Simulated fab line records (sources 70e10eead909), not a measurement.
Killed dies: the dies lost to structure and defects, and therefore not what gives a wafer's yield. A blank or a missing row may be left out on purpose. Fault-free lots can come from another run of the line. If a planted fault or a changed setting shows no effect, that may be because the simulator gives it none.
Which tool was responsible? :: flow nand-harc :: 7 lots with 21 wafers sampled at 2 steps, on a route of 1159 steps

## WHAT THE GAUGES READ, wafer by wafer
NHARC_A_ONON_D1_THK_MEAS_18: measures by ellipsometry.
lot: L209
measured: day 8 13:14
on: film-metro-02
thk-nm (nm): 1009 1010 1010

lot: L210
measured: day 8 16:59
on: film-metro-01
thk-nm (nm): 1002 1001 1002

lot: L213
measured: day 9 00:38
on: film-metro-01
thk-nm (nm): 987 987 986

lot: L220
measured: day 11 19:09
on: film-metro-01
thk-nm (nm): 989 989 1671

lot: L223
measured: day 12 00:26
on: film-metro-02
thk-nm (nm): 993 993 993

lot: L226
measured: day 12 09:50
on: film-metro-01
thk-nm (nm): 985 985 983

lot: L231
measured: day 13 10:38
on: film-metro-01
thk-nm (nm): 998 1000 998

## TOOL THAT RAN EACH LOT (tool first, then ch and the chambers of the sampled wafers, then the start)
lot: L209
NHARC_A_ONON_D1_DEP_16: pecvd-onon-02 ch 0, day 8 12:42

lot: L210
NHARC_A_ONON_D1_DEP_16: pecvd-onon-04 ch 0, day 8 16:29

lot: L213
NHARC_A_ONON_D1_DEP_16: pecvd-onon-03 ch 0, day 9 00:08

lot: L220
NHARC_A_ONON_D1_DEP_16: pecvd-onon-04 ch 0, day 11 18:44

lot: L223
NHARC_A_ONON_D1_DEP_16: pecvd-onon-03 ch 0, day 12 00:02

lot: L226
NHARC_A_ONON_D1_DEP_16: pecvd-onon-03 ch 0, day 12 09:19

lot: L231
NHARC_A_ONON_D1_DEP_16: pecvd-onon-03 ch 0, day 13 10:11
- NHARC_A_ONON_D1_DEP_16: target thk 1000 nm.

## THE ANSWER, worked out from the rows above alone
Rule: what is usual is taken from the lots themselves. Put in order of their means at a reading, lots are off if they are a third of the lots or fewer, leave a main group of 4 or more, and stand apart from it by a gap of 3 or more times the standard deviation of the main group's means; of several such gaps the widest counts. A main group is skipped when, at the precision printed for the reading in the tables above, its means are all equal. A lot without any number at a reading at which 4 lots or more have one is off too. The other lots that the step has rows for count as sound.
Off at NHARC_A_ONON_D1_THK_MEAS_18 (thk-nm): L220. Mean 996 nm and standard deviation 8.7 in the main group.
A tool fits if, at a process step before that reading, it ran every lot that is off, and no sound lot after the first of them. The gauges at NHARC_A_ONON_D1_THK_MEAS_18 are tried like those tools. One candidate fits, namely pecvd-onon-04 at NHARC_A_ONON_D1_DEP_16. Its last sound lot is L210 (day 8 16:29), its first lot that is off L220 (day 11 18:44): a fault that began between those two fits.

## WHAT THE SIMULATOR HAD INSERTED
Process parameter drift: pecvd-onon-04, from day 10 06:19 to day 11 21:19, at NHARC_A_ONON_D1_DEP_16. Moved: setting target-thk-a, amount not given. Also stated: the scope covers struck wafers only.
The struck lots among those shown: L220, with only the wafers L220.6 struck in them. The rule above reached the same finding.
